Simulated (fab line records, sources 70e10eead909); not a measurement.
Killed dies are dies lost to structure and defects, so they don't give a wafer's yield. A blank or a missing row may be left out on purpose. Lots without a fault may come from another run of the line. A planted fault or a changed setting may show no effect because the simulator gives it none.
Chamber matching | flow nand_harc | NHARC_P_M2_ETCH_35 on rie_diel-09: 4 sister chambers
The step etches the open film in N2/H2, target depth 40 nm, overetch 12 nm, time 43.94 s. 8 wafers are shown with their chamber, then 12 later ones without.

WAFERS WITH THEIR CHAMBER
wafer  | chamber | drypump_motor_current_A (A) | rf_vpp_V (V)
L088.4 | 1       | 5.9                         | 433.5
L086.6 | 2       | 5.6                         | 428.8
L090.6 | 0       | 5.8                         | 430.6
L089.1 | 2       | 5.6                         | 428.1
L089.2 | 1       | 6.0                         | 434.2
L091.2 | 3       | 5.5                         | 427.1
L091.5 | 3       | 5.5                         | 428.7
L091.6 | 0       | 5.8                         | 429.4

WAFERS WITHOUT THEIR CHAMBER
wafer  | drypump_motor_current_A (A) | rf_vpp_V (V)
L094.2 | 5.5                         | 425.8
L094.3 | 5.6                         | 428.2
L094.6 | 5.8                         | 429.8
L092.1 | 5.6                         | 427.3
L092.2 | 5.8                         | 430.3
L092.4 | 5.5                         | 426.4
L093.3 | 5.6                         | 427.3
L093.5 | 5.5                         | 426.9
L093.6 | 5.8                         | 431.7
L095.1 | 5.8                         | 430.3
L095.2 | 5.6                         | 428.3
L095.5 | 5.8                         | 428.1

WHICH CHAMBER EACH WENT THROUGH
wafer  | from the rows above     | in truth
L094.2 | can't be placed: 3 or 2 | 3
L094.3 | 2                       | 2
L094.6 | 0                       | 0
L092.1 | can't be placed: 2 or 3 | 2
L092.2 | 0                       | 0
L092.4 | can't be placed: 3 or 2 | 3
L093.3 | can't be placed: 2 or 3 | 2
L093.5 | 3                       | 3
L093.6 | 0                       | 0
L095.1 | 0                       | 0
L095.2 | 2                       | 2
L095.5 | 0                       | 0
Placed correctly: 8 of 12. Can't be placed from these rows: 4 (the true chamber is among the candidates in 4). Placed wrongly: 0.
How it was worked out, from the rows above alone: a wafer's distance from a chamber is the root of the sum, over the readings, of the square of ((its reading less the chamber's mean) divided by the reading's scatter). The wafer belongs to the nearest chamber; if the next one is less than 2 further off, it can't be placed. A chamber's mean is the mean of its shown wafers. The scatter: the root of (the sum of the squares of (reading less its chamber's mean) over the shown wafers, divided by (wafers less chambers)).
